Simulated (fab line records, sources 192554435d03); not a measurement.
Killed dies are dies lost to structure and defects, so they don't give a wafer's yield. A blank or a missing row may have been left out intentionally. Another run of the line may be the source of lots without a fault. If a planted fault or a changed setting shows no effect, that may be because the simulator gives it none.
Chamber matching    flow n5 finfet    cvd co-01 running N5_BEOL_M8_CVD_78: 3 sister chambers
The step deposits Co from CCTBA/H2, target thk 2 nm, time 142.3 s. 3 wafers are shown with their chamber, then 7 later ones without.

## WAFERS WITH THEIR CHAMBER
wafer   chamber  run length s (s)
L433.5  0        164.8
L436.1  2        164.9
L436.3  1        166.1

## WAFERS WITH NO CHAMBER GIVEN
wafer   run length s (s)
L436.4  166.4
L438.1  165.7
L438.4  164.8
L438.6  166.0
L437.1  164.4
L437.4  164.9
L437.6  166.0

## THE CHAMBER EACH PASSED THROUGH
wafer   from the rows above      in truth
L436.4  1                        1
L438.1  can't be placed: 1 or 2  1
L438.4  can't be placed: 0 or 2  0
L438.6  1                        1
L437.1  can't be placed: 0 or 2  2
L437.4  can't be placed: 2 or 0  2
L437.6  1                        1
3 of 7 placed correctly. Cannot be placed on the basis of these rows: 4; the candidates contain the true chamber in 4. Wrongly placed: 0.
How it was worked out, from the rows above alone: a wafer's distance from a chamber is the root of the sum, over the readings, of the square of ((its reading less the chamber's mean) divided by the reading's scatter). The wafer belongs to the nearest chamber; if the next one is less than 2 further off, it can't be placed. The mean given for a chamber averages the wafers shown for that chamber. The scatter: with one shown wafer a chamber, the root of the mean of the squares of how far each hidden wafer lies from its nearest shown one.
